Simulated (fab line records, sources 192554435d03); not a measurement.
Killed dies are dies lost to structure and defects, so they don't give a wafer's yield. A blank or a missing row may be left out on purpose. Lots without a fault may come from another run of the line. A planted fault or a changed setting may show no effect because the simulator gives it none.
Which tool did it? | flow n5_finfet | 10 lots, 30 wafers sampled, at 4 steps of a route of 1938

WHAT THE GAUGES READ, wafer by wafer
N5_BEOL_M13_CD_MEAS_17: target cd 190 nm.
lot  | measured     | on        | cd_nm (nm)
L075 | day 11 04:20 | cd_sem-02 | 190.2 190.7 189.7
L076 | day 11 07:36 | cd_sem-01 | 191.3 190.4 190.2
L080 | day 12 06:40 | cd_sem-03 | 190.4 189.3 188.9
L083 | day 12 19:34 | cd_sem-01 | 188.4 189.2 188.9
L084 | day 13 12:52 | cd_sem-02 | 188.2 189.4 187.8
L089 | day 14 03:50 | cd_sem-01 | 191.5 188.6 190.3
L091 | day 15 02:08 | cd_sem-03 | 191.7 193.9 192.3
L094 | day 15 09:16 | cd_sem-02 | 191.5 192.0 192.9
L095 | day 15 19:38 | cd_sem-02 | 191.3 191.5 190.1
L097 | day 16 19:32 | cd_sem-01 | 193.6 191.7 192.5

WHICH TOOL RAN EACH LOT (tool, then ch and the chambers of the sampled wafers, then the start)
lot  | N5_BEOL_M12_ETCH_67                | N5_BEOL_M12_TRENCH_ETCH_34         | N5_BEOL_M12_SPUTTER_43
L075 | rie_diel-01 ch 2,3, day 10 23:13   | rie_diel-01 ch 2,3, day 10 23:32   | pvd_sputter-03, day 11 01:53
L076 | rie_diel-01 ch 0,1,3, day 11 02:25 | rie_diel-01 ch 0,1,3, day 11 02:45 | pvd_sputter-03, day 11 05:07
L080 | rie_diel-01 ch 0,1, day 12 00:40   | rie_diel-01 ch 0,1, day 12 00:59   | pvd_sputter-03, day 12 04:20
L083 | rie_diel-05 ch 2,3, day 12 14:31   | rie_diel-05 ch 2,3, day 12 14:51   | pvd_sputter-03, day 12 16:48
L084 | rie_diel-05 ch 1,3, day 13 03:42   | rie_diel-05 ch 1,3, day 13 04:01   | pvd_sputter-01, day 13 09:59
L089 | rie_diel-04 ch 1,2,3, day 14 00:06 | rie_diel-04 ch 1,2,3, day 14 00:26 | pvd_sputter-03, day 14 01:21
L091 | rie_diel-04 ch 0,2, day 14 21:41   | rie_diel-04 ch 0,2, day 14 22:01   | pvd_sputter-01, day 14 23:08
L094 | rie_diel-04 ch 0,2,3, day 15 04:31 | rie_diel-04 ch 0,2,3, day 15 04:51 | pvd_sputter-01, day 15 06:49
L095 | rie_diel-05 ch 0,1, day 15 13:29   | rie_diel-05 ch 0,1, day 15 13:49   | pvd_sputter-01, day 15 16:59
L097 | rie_diel-04 ch 1,2,3, day 16 14:41 | rie_diel-04 ch 1,2,3, day 16 15:01 | pvd_sputter-03, day 16 16:53
- N5_BEOL_M12_ETCH_67: etches SiARC in CF4, target depth 143 nm, time 238.3 s.
- N5_BEOL_M12_TRENCH_ETCH_34: etches SiOC in C4F8/O2/Ar, target depth 318.95 nm, time 125.5 s.
- N5_BEOL_M12_SPUTTER_43: material TaN, target thk 15 nm, time 24.19 s.

THE ANSWER, worked out from the rows above alone
Rule: what is usual is taken from the lots themselves. Put in order of their means at a reading, lots are off if they are a third of the lots or fewer, leave a main group of 4 or more, and stand apart from it by a gap of 3 or more times the standard deviation of the main group's means; of several such gaps the widest counts. A main group whose means are all the same, to the digits that the tables above print for the reading, isn't used. A lot without any number at a reading at which 4 lots or more have one is off too. The other lots that the step has rows for count as sound.
No lot is off at any reading shown: from this, nothing can be told.

WHAT THE SIMULATOR HAD PUT IN
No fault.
